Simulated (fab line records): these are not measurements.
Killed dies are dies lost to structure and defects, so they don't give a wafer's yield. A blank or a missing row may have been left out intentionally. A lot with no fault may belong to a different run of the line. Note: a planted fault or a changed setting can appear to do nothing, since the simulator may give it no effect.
A struck lot beside a sound one	flow n5_finfet	16 steps out of a route of 1938
Sound: the wafers L678.1, L678.4, L678.5. Wafers struck: L695.1, L695.6. The cause comes at the end.
Per side, at each step with rows, come the tool, then ch with its chambers, and then its first start. Under that, the readings that differ: sound wafers	struck wafers	difference of the means	sigmas: that difference in standard deviations of wafers without a fault.
alike: words and numbers the same on both sides, and readings whose means are apart by under 2 such deviations; not compared: readings that were withheld, readings missing a value for some wafer, numbers with overlapping values and no deviation given by the record, and bounds like >300 which may hide the same value.
A row with sigmas, a row that says differs or no value, or rows on one side alone: a step with any of these is where the two part. Non-overlapping numbers with no deviation appear without sigmas and do not part them. A reading missing from all wafers of one side parts the sides only when that side holds two or more wafers.

first, 8 steps without rows for these wafers: N5_BEOL_M12_COAT_58 (time 60 s, resist thk 89 nm); N5_BEOL_M12_COAT_04 (resist thk 400 nm); N5_BEOL_M12_EBR_06; N5_BEOL_M12_SOFTBAKE_05 (time 60 s); N5_BEOL_M12_EXPOSE_07 (exposes mask V11); N5_BEOL_M12_PEB_08 (peb time 90 s); N5_BEOL_M12_DEVELOP_09 (develop time 45 s); N5_BEOL_M12_HARDBAKE_14 (time 120 s).
N5_BEOL_M12_CD_MEAS_10 targets a cd of 140 nm.
  sound on cd_sem-02 ch 0, day 12 12:45; struck on cd_sem-02 ch 0, day 16 16:41
  alike: cd_nm
N5_BEOL_M12_OVL_MEAS_11:
  sound on overlay-01 ch 0, day 12 12:47; struck on overlay-02 ch 0, day 16 16:43
  alike: V11_OVL
N5_BEOL_M12_INSPECT_12: inspects for defects (macro).
  sound on defect_inspect-01 at day 12 12:48; struck on defect_inspect-02 at day 16 16:45
  alike: raw_defect_count
N5_BEOL_M12_DESCUM_15: chemistry O2, time 7.9 s.
  sound on rie_diel-06 ch 0,1,2, day 12 13:10; struck on rie_diel-01 ch 0,3, day 16 16:47
  alike: drypump_motor_current_A, oes_product_au, rf_vpp_V, showerhead_plenum_p_Torr, throttle_valve_pct
  not compared: rf_hours_counter_h
N5_BEOL_M12_ETCH_59: etches BARC in N2/H2, target depth 89 nm, overetch 26.7 nm, time 67.9 s.
  sound on rie_diel-06 ch 0,1,2, day 12 13:12; struck on rie_diel-01 ch 0,3, day 16 16:49
reading	sound	struck	difference	sigmas
model.coat_of_BEOL_M12_COAT_04.thk_nm (nm)	318.2 318.6 319.6	333.2 333.4	+14.5	
model.etch.depth_nm (nm)	89.56 89.54 89.54	88.48 87.93	-1.34	
  alike: bias_w, drypump_motor_current_A, oes_product_au, rf_vpp_V, showerhead_plenum_p_Torr, throttle_valve_pct
  not compared: rf_hours_counter_h
N5_BEOL_M12_VIA_ETCH_16: etches SiOC in C4F8/O2/Ar, target depth 724.8 nm.
  sound on rie_diel-06 ch 0,1,2, day 12 13:15; struck on rie_diel-01 ch 0,3, day 16 16:52
reading	sound	struck	difference	sigmas
model.coat_of_BEOL_M12_COAT_04.thk_nm (nm)	127.4 119.8 124.8	139.6 135.4	+13.5	
  alike: C4F8_flow_sccm, bias_w, drypump_motor_current_A, mfc_ar_sccm, oes_product_au, rf_vpp_V, showerhead_plenum_p_Torr, throttle_valve_pct
N5_BEOL_M12_STRIP_63: strips in N2/H2.
  sound on plasma_asher-01 ch 1, day 12 13:27; struck on plasma_asher-02 ch 0,1, day 16 17:04
reading	sound	struck	difference	sigmas
strip_time_to_endpoint_s (s)	43.7 41.6 43.0	46.9 45.8	+3.6	+5
  alike: drypump_motor_current_A, heater_power_w, oes_product_au
  not compared: rf_hours_counter_h
N5_BEOL_M12_STRIP_64: strips in N2/H2.
  sound on plasma_asher-01 ch 1, day 12 13:31; struck on plasma_asher-02 ch 0,1, day 16 17:08
  alike: drypump_motor_current_A, heater_power_w, oes_product_au, strip_time_to_endpoint_s
  not compared: rf_hours_counter_h

## WHERE THEY PART
At N5_BEOL_M12_STRIP_63 and nowhere else, as far as this record goes. Later steps at which nothing parts them and some readings are alike: N5_BEOL_M12_STRIP_64.

WHY: the cause the simulator had injected
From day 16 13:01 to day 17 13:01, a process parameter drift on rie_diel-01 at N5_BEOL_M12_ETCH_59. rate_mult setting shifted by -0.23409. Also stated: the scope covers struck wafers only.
